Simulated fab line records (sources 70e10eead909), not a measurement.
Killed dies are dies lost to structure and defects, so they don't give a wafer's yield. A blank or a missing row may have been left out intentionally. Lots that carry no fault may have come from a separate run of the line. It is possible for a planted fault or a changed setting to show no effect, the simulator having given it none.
fab line records    flow nandHarc
record lots=6  wafers=18  lastDay=24
route steps=1159 shown THIN_TSV@1101 END@1159
lots that met no fault: taken from a fault-free run of the same line
startH: hours from the record's opening day to when the first of the lot's shown wafers began    waitH: time in hours since the lot's previous step    " same as the row above    L1.1+2: several wafers, shown together as one row    - either no value or no given start    * or withheld: withheld    < > ~ a bound
route shown NAME@n: NAME is a module with steps in the file, n the number in the route of the first one    usual: the fault-free wafers' mean and standard deviation    same: alike in all rows    chamber/n: place in a boat    sites: each site's reading    _std_site: how widely they spread, as a standard deviation    _edge_site: mean of outer sites minus mean of inner sites    radiusMm: for every site, how far away it sits from the centre of the wafer    mask NAME#n: copy n    behind: the tool/chamber that last shaped the wafer    hold: the reason the lot was held/the length of the hold in hours/how it ended    device: which transistor (n, p or np) failed to switch    end of line: the tests these same wafers got at the end of their route    step lacking rows: just its recipe    killed: dies lost to structure and defects at the first sort, not the wafer's yield    map: per-die view of a wafer (x killed, . not killed, _ where there is no die)
set.NAME: the setting as run; set.NAME@STEP: as run at that earlier step    model.NAME: the simulator's own value behind a step, which no gauge read
lots seen at some steps along the route; tables by step, rows by wafer
services: when a tool's chamber went out of use (startH, in hours from the record's first day, below 0 if earlier), for how many hours, and the reason
## steps
# step NHARC_THIN_TSV_GRIND_00
# recipe targetThkUm=6
# usual motorCurrentA=12.002/0.022
lot.wafer  tool        chamber  startH  waitH  motorCurrentA
L121.3     grinder-01  0        446.35  0.5    12.008
L121.4     "           0        "       "      12.010
L121.6     "           0        "       "      11.976
L132.4     grinder-01  0        487.81  0.7    11.985
L132.5     "           0        "       "      12.004
L132.6     "           0        "       "      11.998
L133.2     grinder-01  0        514.88  1.5    12.008
L133.4     "           0        "       "      11.987
L133.5     "           0        "       "      12.006
L141.3     grinder-01  0        532.93  0.5    11.997
L141.4     "           0        "       "      12.042
L141.5     "           0        "       "      11.990
L144.1     grinder-01  0        544.92  0.1    12.005
L144.3     "           0        "       "      12.003
L144.5     "           0        "       "      11.969
L142.2     grinder-01  0        551.41  1.6    11.987
L142.3     "           0        "       "      12.009
L142.5     "           0        "       "      11.990
# step NHARC_THIN_TSV_CMP_01
# recipe targetThkUm=3
# usual motorCurrentA=12.2/1.5
lot.wafer  tool    chamber  startH  waitH  motorCurrentA
L121.3     cmp-02  0        447.19  0.6    15.3
L121.4     "       3        "       "      10.9
L121.6     "       1        "       "      13.2
L132.4     cmp-01  2        488.44  0.4    11.4
L132.6     "       2        "       "      10.9
L132.5     "       3        "       "      12.6
L133.2     cmp-04  2        515.93  0.8    10.1
L133.4     "       3        "       "      12.8
L133.5     "       2        "       "      9.9
L141.3     cmp-04  0        533.80  0.7    9.9
L141.4     "       1        "       "      13.1
L141.5     "       3        "       "      12.7
L144.3     cmp-01  2        546.16  0.6    11.1
L144.1     "       3        "       "      13.4
L144.5     "       2        "       "      11.6
L142.3     cmp-04  3        552.42  0.6    12.6
L142.2     "       1        "       "      13.6
L142.5     "       0        "       "      10.3
# step NHARC_THIN_TSV_THK_MEAS_02
# recipe thkMeasGauge=ir
# usual thkNm=2970/190
lot.wafer  tool          chamber  startH  waitH  thkNm
L121.3     filmMetro-01  -        447.46  0.2    3077
L121.4     "             -        "       "      2839
L121.6     "             -        "       "      3192
L132.4     filmMetro-01  -        488.72  0.3    3169
L132.5     "             -        "       "      2947
L132.6     "             -        "       "      2845
L133.2     filmMetro-02  -        516.16  -      2978
L133.4     "             -        "       "      2828
L133.5     "             -        "       "      3053
L141.3     filmMetro-02  -        534.02  0.2    3069
L141.4     "             -        "       "      3000
L141.5     "             -        "       "      3197
L144.1     filmMetro-02  -        546.43  0.2    2646
L144.3     "             -        "       "      2825
L144.5     "             -        "       "      2519
L142.2     filmMetro-01  -        552.68  -      2991
L142.3     "             -        "       "      2842
L142.5     "             -        "       "      3325
# step NHARC_THIN_TSV_SRD_03
# step NHARC_THIN_TSV_PRECLEAN_41
# recipe timeS=*  tempC=50  bathAgeMin=0  chemistry=SC1
# step NHARC_THIN_TSV_SRD_42
# step NHARC_THIN_TSV_DEP_43
# recipe targetThkA=13285  tempC=withheld  pressureTorr=6.5  rfW=900  teosFlowSccm=161.4  flowSccm=2650  targetThkNm=1328.5  gas=O2  material=SiO2
# step NHARC_THIN_TSV_DEHYDRATE_04
# recipe tempC=150  timeS=120
# step NHARC_THIN_TSV_HMDS_05
# recipe timeS=30
# step NHARC_THIN_TSV_COAT_06
# recipe spinRpm=*
# step NHARC_THIN_TSV_SOFTBAKE_07
# recipe tempC=122  timeS=95
# step NHARC_THIN_TSV_EBR_08
# step NHARC_THIN_TSV_EXPOSE_09
# recipe na=0.55  doseMj=30.7  maskId=TSV
# usual exposureDoseMJCm2=30.70/0.031  reticleTempC=22.99/0.095
# same na=0.55
lot.wafer  tool           chamber  startH  waitH  mask   exposureDoseMJCm2  reticleTempC
L121.3     krfScanner-02  0        448.37  -      TSV#0  30.67              23.03
L121.4     "              0        "       "      TSV#0  30.68              23.06
L121.6     "              0        "       "      TSV#0  30.63              23.09
L132.4     krfScanner-03  0        489.78  -      TSV#0  30.70              23.03
L132.5     "              0        "       "      TSV#0  30.69              22.94
L132.6     "              0        "       "      TSV#0  30.70              22.84
L133.2     krfScanner-02  0        516.94  -      TSV#0  42.75              23.03
L133.4     "              0        "       "      TSV#0  42.73              23.01
L133.5     "              0        "       "      TSV#0  42.71              22.87
L141.3     krfScanner-02  0        535.09  -      TSV#0  42.73              23.17
L141.4     "              0        "       "      TSV#0  42.72              23.16
L141.5     "              0        "       "      TSV#0  42.73              23.05
L144.1     krfScanner-01  0        547.20  -      TSV#0  30.70              23.03
L144.3     "              0        "       "      TSV#0  30.71              22.94
L144.5     "              0        "       "      TSV#0  30.70              22.90
L142.2     krfScanner-03  0        553.49  -      TSV#0  30.74              23.08
L142.3     "              0        "       "      TSV#0  30.75              23.18
L142.5     "              0        "       "      TSV#0  30.74              23.03
# step NHARC_THIN_TSV_PEB_10
# recipe pebTempC=118  pebTimeS=85
# step NHARC_THIN_TSV_DEVELOP_11
# recipe timeS=70
# step NHARC_THIN_TSV_CD_MEAS_12
# recipe targetCdNm=1000  landingEnergyEv=500
# usual cdNm=999.0/1.8
# same landingEnergyEv=500
lot.wafer  tool      chamber  startH  waitH  cdNm
L121.3     cdSem-01  0        448.52  -      999.0
L121.4     "         0        "       "      996.0
L121.6     "         0        "       "      999.3
L132.4     cdSem-02  0        489.92  -      1001.3
L132.5     "         0        "       "      998.8
L132.6     "         0        "       "      998.4
L133.2     cdSem-03  0        517.09  -      1008.9
L133.4     "         0        "       "      1008.0
L133.5     "         0        "       "      1007.8
L141.3     cdSem-02  0        535.24  -      1007.5
L141.4     "         0        "       "      1007.6
L141.5     "         0        "       "      1009.2
L144.1     cdSem-03  0        547.36  -      1000.2
L144.3     "         0        "       "      995.8
L144.5     "         0        "       "      997.1
L142.2     cdSem-02  0        553.64  -      1000.8
L142.3     "         0        "       "      998.2
L142.5     "         0        "       "      1003.7
# step NHARC_THIN_TSV_HARDBAKE_13
# recipe tempC=125  timeS=80
# step NHARC_THIN_TSV_DESCUM_14
# recipe timeS=3  o2FlowSccm=200  arFlowSccm=0  biasPowerW=0  chemistry=O2
# step NHARC_THIN_TSV_ETCH_44
# recipe targetDepthA=15942  timeS=797.1  cf4FlowSccm=150  o2FlowSccm=10  arFlowSccm=0  rfW=300  biasW=800  chemistry=CF4/O2
# step NHARC_THIN_TSV_ETCH_15
# recipe targetDepthA=30000  boschTargetOveretchCycles=2  boschEtchStepS=2.8  boschDepStepS=1.2  boschCycles=14
# usual drypumpMotorCurrentA=5.8/0.45
lot.wafer  tool      chamber  startH  waitH  drypumpMotorCurrentA  rfHoursCounterH
L121.3     rieSi-03  1        449.34  -      5.8                   1.1
L121.4     "         3        "       "      5.8                   1.1
L121.6     "         1        "       "      5.8                   -
L132.4     rieSi-01  1        490.75  -      4.9                   0.0
L132.5     "         3        "       "      5.7                   -
L132.6     "         0        "       "      5.8                   -
L133.4     rieSi-01  3        517.92  -      5.7                   0.2
L133.2     "         2        "       "      5.3                   0.3
L133.5     "         3        "       "      5.7                   -
L141.4     rieSi-05  0        536.04  -      5.9                   1.0
L141.3     "         1        "       "      5.6                   1.0
L141.5     "         0        "       "      5.9                   -
L144.3     rieSi-05  3        548.18  -      6.3                   1.2
L144.1     "         1        "       "      5.6                   1.2
L144.5     "         0        "       "      6.0                   -
L142.2     rieSi-05  2        554.60  -      6.7                   1.3
L142.3     "         0        "       "      6.0                   1.2
L142.5     "         2        "       "      6.7                   -
# step NHARC_THIN_TSV_CD_MEAS_16
# usual cdNm=999.1/1.8
lot.wafer  tool      chamber  startH  waitH  cdNm
L121.3     cdSem-01  -        449.48  0.1    999.3
L121.4     "         -        "       "      995.4
L121.6     "         -        "       "      999.0
L132.4     cdSem-02  -        490.88  0.1    1000.5
L132.5     "         -        "       "      998.3
L132.6     "         -        "       "      998.4
L133.2     cdSem-02  -        518.06  0.1    1008.9
L133.4     "         -        "       "      1006.8
L133.5     "         -        "       "      1008.4
L141.3     cdSem-03  -        536.19  0.1    1006.9
L141.4     "         -        "       "      1008.3
L141.5     "         -        "       "      1009.7
L144.1     cdSem-03  -        548.33  0.1    1001.1
L144.3     "         -        "       "      997.0
L144.5     "         -        "       "      998.1
L142.2     cdSem-02  -        554.73  0.1    1001.6
L142.3     "         -        "       "      998.6
L142.5     "         -        "       "      1003.3
# step NHARC_THIN_TSV_STRIP_45
# recipe powerW=1500  tempC=250  chemistry=O2
# step NHARC_THIN_TSV_STRIP_46
# recipe timeS=1200  tempC=72.5  chemistry=postEtchResidueRemover
# step NHARC_THIN_TSV_DEP_47
# recipe targetThkA=2000  tempC=withheld  pressureTorr=6.5  rfW=900  teosFlowSccm=161.4  flowSccm=2650  targetThkNm=200  gas=O2  material=SiO2
# step NHARC_THIN_TSV_ETCHBACK_48
# recipe targetDepthA=10285  overEtchFrac=0.3  timeS=405.17  ionEnergyEv=250  c4f8FlowSccm=withheld  arFlowSccm=withheld  rfW=600  biasW=300  chemistry=C4F8/Ar
# step NHARC_THIN_TSV_STRIP_62
# recipe powerW=1500  tempC=250  timeS=20  chemistry=N2/H2
# step NHARC_THIN_TSV_DEGAS_49
# recipe tempC=300  timeS=120
# usual heaterPowerW=432/34
lot.wafer  tool           chamber  startH  waitH  heaterPowerW
L121.4     pvdSputter-01  -        451.28  0.1    394
L121.3     "              -        "       "      410
L121.6     "              -        "       "      393
L132.4     pvdSputter-03  -        492.81  0.1    398
L132.6     "              -        "       "      404
L132.5     "              -        "       "      441
L133.4     pvdSputter-02  -        519.90  0.1    426
L133.2     "              -        "       "      451
L133.5     "              -        "       "      536
L141.3     pvdSputter-03  -        537.99  0.1    406
L141.4     "              -        "       "      439
L141.5     "              -        "       "      410
L144.3     pvdSputter-03  -        550.24  0.1    438
L144.1     "              -        "       "      408
L144.5     "              -        "       "      439
L142.2     pvdSputter-03  -        556.54  0.1    395
L142.3     "              -        "       "      434
L142.5     "              -        "       "      448
# step NHARC_THIN_TSV_PRE_CLEAN_50
# recipe timeS=30  tempC=280  gas=H2/He
# step NHARC_THIN_TSV_PVD_19
# recipe targetThkA=200  chamberPressurePa=5  material=TaN
# step NHARC_THIN_TSV_PVD_51
# recipe targetThkA=1000  chamberPressurePa=5  material=Cu
# step NHARC_THIN_TSV_ECD_20
# recipe targetThkA=20000  material=Cu
# step NHARC_THIN_TSV_ANNEAL_52
# recipe tempC=225  timeS=90
# step NHARC_THIN_TSV_CMP_21
# recipe tOverpolishS=30  targetThkNm=2000
# step NHARC_THIN_TSV_SRD_23
# step NHARC_THIN_TSV_DEGAS_53
# recipe tempC=300  timeS=60
# usual heaterPowerW=428/34
lot.wafer  tool           chamber  startH  waitH  heaterPowerW
L121.4     pvdSputter-03  -        453.70  0.1    374
L121.3     "              -        "       "      409
L121.6     "              -        "       "      387
L132.4     pvdSputter-02  -        494.83  0.1    533
L132.6     "              -        "       "      427
L132.5     "              -        "       "      436
L133.2     pvdSputter-03  -        522.08  0.1    405
L133.4     "              -        "       "      448
L133.5     "              -        "       "      415
L141.3     pvdSputter-02  -        539.98  0.1    540
L141.4     "              -        "       "      432
L141.5     "              -        "       "      459
L144.3     pvdSputter-03  -        552.23  0.1    437
L144.1     "              -        "       "      403
L144.5     "              -        "       "      437
L142.3     pvdSputter-03  -        558.53  0.1    409
L142.2     "              -        "       "      410
L142.5     "              -        "       "      439
# step NHARC_THIN_TSV_PRE_CLEAN_54
# recipe timeS=30  tempC=280  gas=H2/He
# step NHARC_THIN_TSV_PVD_55
# recipe targetThkA=500  material=TiN
# step NHARC_THIN_TSV_PVD_24
# recipe targetThkA=8000  powerW=withheld  chamberPressurePa=withheld  substrateTempC=withheld  timeS=withheld  gas=Ar  material=Al
# step NHARC_THIN_TSV_DEHYDRATE_25
# recipe tempC=150  timeS=120
# step NHARC_THIN_TSV_HMDS_26
# recipe timeS=30
# step NHARC_THIN_TSV_COAT_27
# recipe spinRpm=*
# step NHARC_THIN_TSV_CD_MEAS_37
# usual cdNm=4998.7/2.6
lot.wafer  tool      chamber  startH  waitH  cdNm
L121.3     cdSem-02  -        456.28  -      4998.5
L121.4     "         -        "       "      4994.8
L121.6     "         -        "       "      5001.7
L132.4     cdSem-01  -        497.39  -      5000.0
L132.5     "         -        "       "      5000.1
L132.6     "         -        "       "      4995.4
L133.2     cdSem-03  -        524.65  -      5011.4
L133.4     "         -        "       "      5008.5
L133.5     "         -        "       "      5009.0
L141.3     cdSem-03  -        542.57  -      5009.7
L141.4     "         -        "       "      5005.8
L141.5     "         -        "       "      5009.4
L144.1     cdSem-03  -        554.81  -      5001.8
L144.3     "         -        "       "      4995.8
L144.5     "         -        "       "      4996.8
L142.2     cdSem-01  -        560.99  -      5004.4
L142.3     "         -        "       "      4998.6
L142.5     "         -        "       "      5002.7
# step NHARC_END_SORT_01
# recipe tempC=25
# usual defectLimitedYield=95.4/1.4  killedAtArray=27/9.3  killedAtOther=0.9/1.3  killedAtPeriphery=3.6/2.7  killedDies=31/9.7  killedOpen=3.3/1.8  killedShort=2.0/1.5  sort_bin_2_pct=1.4/0.63  sort_bin_3_pct=0.25/0.21  sort_bin_4_pct=2.9/0.93  sortNPass=646/9.7  sortRimYieldPct=95/3.1  sortYieldPct=95.4/1.4
# same grossDies=677  sort_bin_5_pct[%]=0  sort_bin_6_pct[%]=0  sort_bin_7_pct[%]=0  sort_bin_8_pct[%]=0  sortRimNGross=106.00
lot.wafer  tool       chamber  startH  waitH  defectLimitedYield[%]  killedAtArray  killedAtOther  killedAtPeriphery  killedDies  killedOpen  killedShort  sort_bin_2_pct[%]  sort_bin_3_pct[%]  sort_bin_4_pct[%]  sortNPass  sortRimYieldPct[%]  sortYieldPct[%]
L132.4     prober-01  0        507.29  3.4    94.7                   35             1              0                  36          4           0            1.8                0.44               3.1                641        94                  94.7
L132.5     prober-01  0        508.09  3.7    93.8                   40             1              1                  42          4           2            2.2                0.30               3.7                635        90                  93.8
L132.6     prober-01  0        508.90  4.0    94.7                   34             2              0                  36          5           0            1.3                0.30               3.7                641        91                  94.7
L133.2     prober-02  0        531.96  2.8    93.5                   39             1              4                  44          7           3            1.9                0.15               4.4                633        98                  93.5
L133.4     prober-02  0        533.56  3.4    95.9                   25             0              3                  28          2           1            1.0                0                  3.1                649        97                  95.9
L133.5     prober-02  0        534.36  3.7    96.3                   24             1              0                  25          1           0            0.4                0.30               3.0                652        95                  96.3
# killed by level:class
L132.4 A_CHANNEL_HOLE_D1:chamberFilmFlake=15 A_SLIT:chamberFilmFlake=12 A_CONTACT:geometricParticle:open=2 A_ZERO_WELL:chamberFilmFlake=2 A_ONON_D1:geometricParticle:open=1 A_M0:geometricParticle:open=1 A_STAIRCASE:chamberFilmFlake=1 A_WL_FILL:chamberFilmFlake=1
L132.5 A_CHANNEL_HOLE_D1:chamberFilmFlake=19 A_SLIT:chamberFilmFlake=10 A_STAIRCASE:chamberFilmFlake=2 A_SOURCE_PLATE:geometricParticle:short=1 A_ONON_D1:geometricParticle:open=1 A_WL_FILL:geometricParticle:open=1 A_CONTACT:geometricParticle:short=1 A_CONTACT:geometricParticle:open=1
L132.6 A_SLIT:chamberFilmFlake=11 A_CHANNEL_HOLE_D1:chamberFilmFlake=10 A_STAIRCASE:chamberFilmFlake=4 A_BLC:geometricParticle:open=2 THIN_TSV:chamberFilmFlake=2 A_CONTACT:chamberFilmFlake=2 A_CHANNEL_FILL_D1:geometricParticle:open=1 A_SGD_CUT:geometricParticle:open=1
L133.2 A_SLIT:chamberFilmFlake=15 A_CHANNEL_HOLE_D1:chamberFilmFlake=5 A_CONTACT:chamberFilmFlake=5 A_BLC:chamberFilmFlake=3 A_ONON_D1:geometricParticle:open=2 A_M0:geometricParticle:open=2 A_STAIRCASE:chamberFilmFlake=2 P_GATE:geometricParticle:open=1
L133.4 A_SLIT:chamberFilmFlake=12 A_CONTACT:chamberFilmFlake=4 A_CHANNEL_HOLE_D1:chamberFilmFlake=3 A_ZERO_WELL:chamberFilmFlake=2 A_BLC:chamberFilmFlake=2 A_CHANNEL_FILL_D1:chamberFilmFlake=2 P_GATE:geometricParticle:open=1 P_M1:geometricParticle:short=1
L133.5 A_SLIT:chamberFilmFlake=8 A_CHANNEL_HOLE_D1:chamberFilmFlake=6 A_CONTACT:chamberFilmFlake=5 A_BLC:chamberFilmFlake=2 A_ONON_D1:geometricParticle:open=1 A_CHANNEL_FILL_D1:chamberFilmFlake=1 A_STAIRCASE:chamberFilmFlake=1 THIN_TSV:chamberFilmFlake=1
## services
tool           chamber  startH  hours  kind
krfScanner-01  -        428.00  4.0    pm
cmp-02         -        428.79  4.0    pm
grinder-01     -        442.99  1.4    repair
cmp-01         -        447.06  0.9    repair
krfScanner-01  -        448.17  1.1    repair
grinder-01     -        448.69  1.0    repair
cmp-01         -        451.25  1.5    repair
pvdSputter-03  -        458.05  10.0   pm
rieSi-01       -        459.25  0.2    repair
cmp-01         -        473.50  4.0    pm
rieSi-01       -        481.00  9.0    pm
krfScanner-01  -        494.99  0.3    repair
rieSi-01       0        496.04  6.6    repair
cmp-04         -        497.10  4.0    pm
rieSi-03       -        509.00  9.0    pm
pvdSputter-01  -        509.17  2.1    repair
krfScanner-03  -        512.00  4.0    pm
pvdSputter-03  -        531.28  1.0    repair
rieSi-05       2        532.08  1.7    repair
rieSi-01       2        532.51  3.5    repair
rieSi-01       3        535.65  7.6    repair
pvdSputter-02  -        543.21  3.5    repair
krfScanner-02  -        554.00  4.0    pm
krfScanner-03  -        554.80  0.7    repair
## key
firstSign step=NHARC_THIN_TSV_EXPOSE_09  reading=exposureDoseMJCm2  direction=up  sigmas=99+  usual=30.70  struck=42.73
effect step=NHARC_THIN_TSV_CD_MEAS_12  reading=cdNm  direction=up  sigmas=5.1  usual=999.0  struck=1008.2
effect step=NHARC_THIN_TSV_CD_MEAS_16  reading=cdNm  direction=up  sigmas=5  usual=999.1  struck=1008.2
effect step=NHARC_THIN_TSV_CD_MEAS_37  reading=cdNm  direction=up  sigmas=3.9  usual=4998.7  struck=5009.0
metAt NHARC_THIN_TSV_EXPOSE_09
struckWafers L133.2,L133.4,L133.5,L141.3,L141.4,L141.5
onsetBetween 448.37 516.94
fault kind=processParameterDrift  tool=krfScanner-02  chamber=-  onsetH=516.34  steps=NHARC_THIN_TSV_EXPOSE_09  channel=doseMj  offset=12.032  shape=step  actsIn=theseRecipesOnly  stated=30.7
